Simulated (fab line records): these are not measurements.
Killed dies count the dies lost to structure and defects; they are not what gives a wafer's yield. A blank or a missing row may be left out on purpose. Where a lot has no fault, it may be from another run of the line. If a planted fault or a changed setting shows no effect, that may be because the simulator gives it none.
Matching of chambers / flow n5Finfet / cmp-04 running N5_GATE_CUT_CMP_43: 4 sister chambers
The step polishes SiO2. 4 wafers are shown with their chamber, then 7 later ones without.

## WAFERS WITH THEIR CHAMBER
wafer=L086.3; chamber=3; motorCurrentA (A)=11.5
wafer=L088.6; chamber=0; motorCurrentA (A)=9.2
wafer=L094.1; chamber=2; motorCurrentA (A)=10.5
wafer=L094.4; chamber=1; motorCurrentA (A)=13.0

## WAFERS WITH NO CHAMBER GIVEN
wafer=L094.6; motorCurrentA (A)=9.2
wafer=L095.1; motorCurrentA (A)=13.4
wafer=L095.3; motorCurrentA (A)=11.0
wafer=L095.4; motorCurrentA (A)=10.8
wafer=L096.2; motorCurrentA (A)=13.6
wafer=L096.4; motorCurrentA (A)=10.5
wafer=L096.6; motorCurrentA (A)=9.1

## THE CHAMBER EACH PASSED THROUGH
wafer=L094.6; from the rows above=0; in truth=0
wafer=L095.1; from the rows above=1; in truth=1
wafer=L095.3; from the rows above=can't be placed: 2 or 3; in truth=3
wafer=L095.4; from the rows above=can't be placed: 2 or 3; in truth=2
wafer=L096.2; from the rows above=1; in truth=1
wafer=L096.4; from the rows above=2; in truth=2
wafer=L096.6; from the rows above=0; in truth=0
Placed correctly: 5 of 7. Not placeable from these rows: 2 (in 2, the candidates include the true chamber). Placed wrongly: 0.
How it was worked out, from the rows above alone: a wafer's distance from a chamber is the root of the sum, over the readings, of the square of ((its reading less the chamber's mean) divided by the reading's scatter). If the next closest chamber is less than 2 further off than the closest, the wafer can't be placed; otherwise it belongs to the closest. The mean given for a chamber averages the wafers shown for that chamber. The scatter (one wafer shown for each chamber): square how far every hidden wafer sits from the nearest shown wafer, average those squares and take the square root.
